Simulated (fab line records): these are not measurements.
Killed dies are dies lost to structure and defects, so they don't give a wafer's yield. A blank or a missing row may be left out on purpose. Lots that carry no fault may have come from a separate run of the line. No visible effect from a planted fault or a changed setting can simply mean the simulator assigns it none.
Comparing a struck lot with a sound one || flow nandHarc || 24 steps out of a route of 1159
Sound: the wafers L170.2, L170.3, L170.4. Wafers L158.1, L158.2, L158.3 were the ones struck. At the end, the cause is stated.
Per side, at each step with rows, come the tool, then ch with its chambers, and then its first start. Under that, the readings that differ: sound wafers || struck wafers || difference of the means || sigmas: that difference in standard deviations of wafers without a fault.
alike: same words and numbers on both sides, and readings whose means sit less than 2 such deviations apart. not compared: any withheld reading, any reading some wafer has no value for, any bound like >300 that may hide the same value, and any number with overlapping values for which the record gives no deviation.
The two part at a step that has a row with sigmas, a row that says differs or no value, or rows on one side only. When numbers do not overlap yet have no deviation, they are printed without sigmas and do not part them. Lack of a reading on every wafer of one side parts them only where that side has two or more wafers.

NHARC_A_M0_INSPECT_27:
  sound on defectInspect-02 at day 22 07:42; struck on defectInspect-01 at day 20 02:54
  alike: rawDefectCount
NHARC_A_M0_PRE_CLEAN_31: time 12 s.
  sound on pecvd-04 ch 0,2, day 22 07:46; struck on pecvd-04 ch 0,1,2, day 20 02:58
  alike: heaterPowerW
NHARC_A_M0_DEP_32: deposits SiCN, target thk 30 nm.
  sound on pecvd-04 ch 0,2, day 22 07:50; struck on pecvd-04 ch 0,1,2, day 20 03:03
  alike: heaterPowerW
then, 8 steps without rows for these wafers: NHARC_A_M1_DEP_00 (deposits SiOC, target thk 182.5 nm); NHARC_A_M1_DEHYDRATE_01 (time 120 s); NHARC_A_M1_HMDS_02 (time 30 s); NHARC_A_M1_COAT_34 (time 65 s); NHARC_A_M1_COAT_03 (resist thk 90 nm); NHARC_A_M1_SOFTBAKE_04 (time 55 s); NHARC_A_M1_EBR_05; NHARC_A_M1_EXPOSE_06 (exposes mask A M1, target cd 120 nm).
NHARC_A_M1_PEB_07: peb time 65 s.
  sound on lithoTrack-06 ch 0, day 22 09:25; struck on lithoTrack-06 ch 0, day 20 04:05
{"reading": "heaterPowerTotalW (W)", "sound": "157.2 156.8 157.1", "struck": "125.8 126.4 125.8", "difference": -31.0, "sigmas": -72}
{"reading": "plateTempC (C)", "sound": "99.90 99.99 99.78", "struck": "85.69 85.66 85.80", "difference": -14.17, "sigmas": "-99 or more"}
then, 1 step without rows for these wafers: NHARC_A_M1_DEVELOP_08 (develop time 35 s).
NHARC_A_M1_CD_MEAS_09: the cd target is 120 nm.
  sound on cdSem-01 ch 0, day 22 09:30; struck on cdSem-02 ch 0, day 20 04:09
{"reading": "cdNm (nm)", "sound": "119.8 119.7 120.3", "struck": "41.6 41.5 41.8", "difference": -78.3, "sigmas": "-99 or more"}
NHARC_A_M1_OVL_MEAS_10: pitch 240 nm.
  sound on overlay-01 at day 22 09:35; struck on overlay-02 at day 20 04:14
{"reading": "overlayYNm (nm)", "sound": "1.7 1.2 1.6", "struck": "-1.6 -1.8 -1.3", "difference": -3.1, "sigmas": -4}
  alike: overlayXNm
NHARC_A_M1_INSPECT_11:
  sound on defectInspect-01 at day 22 09:37; struck on defectInspect-01 at day 20 04:17
  alike: rawDefectCount
NHARC_A_M1_DESCUM_14: chemistry O2, time 3 s.
  sound on rieDiel-01 ch 0,2,3, day 22 09:41; struck on rieDiel-01 ch 0,1,2, day 20 04:20
{"reading": "rfHoursCounterH (h)", "sound": "0 0 0", "struck": "3 3 3", "difference": "+3", "sigmas": ""}
{"reading": "model.A_M1.cdNm (nm)", "sound": "119.6 120 120.2", "struck": "41.84 41.47 41.47", "difference": -78.34, "sigmas": ""}
  alike: drypumpMotorCurrentA, oesProductAu, rfVppV, showerheadPlenumPTorr, throttleValvePct
NHARC_A_M1_ETCH_35: etches the open film in N2/H2, target depth 40 nm, overetch 12 nm, time 43.94 s.
  sound on rieDiel-01 ch 0,2,3, day 22 09:46; struck on rieDiel-01 ch 0,1,3, day 20 04:29
{"reading": "rfHoursCounterH (h)", "sound": "0 0 0", "struck": "3 3 3", "difference": "+3", "sigmas": ""}
  alike: drypumpMotorCurrentA, oesProductAu, rfVppV, showerheadPlenumPTorr, throttleValvePct
NHARC_A_M1_ETCH_15: etches the open film in C4F8/Ar, target depth 182.5 nm, time 91.2 s.
  sound on rieDiel-01 ch 0,1,2; struck on rieDiel-01 ch 0,1,2
{"reading": "rfHoursCounterH (h)", "sound": "0 0 0", "struck": "3 3 3", "difference": "+3", "sigmas": ""}
  alike: oesProductAu, rfVppV
NHARC_A_M1_CD_MEAS_16:
  sound on cdSem-03 at day 22 09:59; struck on cdSem-03 at day 20 04:42
{"reading": "cdNm (nm)", "sound": "119.9 119.3 120.0", "struck": "42.0 41.0 41.4", "difference": -78.3, "sigmas": "-99 or more"}
NHARC_A_M1_STRIP_18: strips in N2/H2.
  sound on rieDiel-09 ch 0,2,3, day 22 10:05; struck on rieDiel-01 ch 0,1,2, day 20 04:46
  alike: drypumpMotorCurrentA, oesProductAu, rfVppV, showerheadPlenumPTorr, throttleValvePct
  not compared: rfHoursCounterH
NHARC_A_M1_ETCH_28: etches the open film in CF4/N2, target depth 30 nm, time 72.99 s.
  sound on rieDiel-09 ch 0,2,3; struck on rieDiel-01 ch 0,1,3
{"reading": "model.A_M1.cdNm (nm)", "sound": "119.8 119.4 119.8", "struck": "41.8 40.91 41.02", "difference": -78.4, "sigmas": ""}
  alike: drypumpMotorCurrentA, oesProductAu, rfVppV, showerheadPlenumPTorr, throttleValvePct
  not compared: rfHoursCounterH
then, 1 step without rows for these wafers: NHARC_A_M1_STRIP_19 (strips in post etch residue remover, time 600 s).
NHARC_END_SORT_01:
  sound on prober-01 ch 0, day 24 08:08; struck on prober-01 ch 0, day 21 20:55
{"reading": "defectLimitedYield (%)", "sound": "91.0 92.9 91.4", "struck": "0 0 0", "difference": -92, "sigmas": -54}
{"reading": "killedAtArray", "sound": "61 48 57", "struck": "674 674 672", "difference": "+618", "sigmas": "+52"}
{"reading": "killedDies", "sound": "61 48 58", "struck": "677 677 677", "difference": "+621", "sigmas": "+52"}
{"reading": "sort_bin_2_pct (%)", "sound": "3.8 2.7 2.2", "struck": "97.6 95.6 95.3", "difference": "+93.3", "sigmas": "+99 or more"}
{"reading": "sortNPass", "sound": "616 629 619", "struck": "0 0 0", "difference": -621, "sigmas": -52}
{"reading": "sortRimYieldPct (%)", "sound": "96.2 100.0 97.2", "struck": "0 0 0", "difference": -98, "sigmas": -65}
{"reading": "sortYieldPct (%)", "sound": "91.0 92.9 91.4", "struck": "0 0 0", "difference": -92, "sigmas": -54}
  alike: killedAtOther, killedAtPeriphery, killedOpen, killedShort, sort_bin_3_pct, sort_bin_4_pct

== WHERE THEY PART ==
Last at NHARC_END_SORT_01 as far as this record goes, first at NHARC_A_M1_PEB_07.

WHY: the cause the simulator had injected
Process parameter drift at NHARC_A_M1_PEB_07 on lithoTrack-06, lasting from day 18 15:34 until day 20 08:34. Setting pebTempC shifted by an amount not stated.
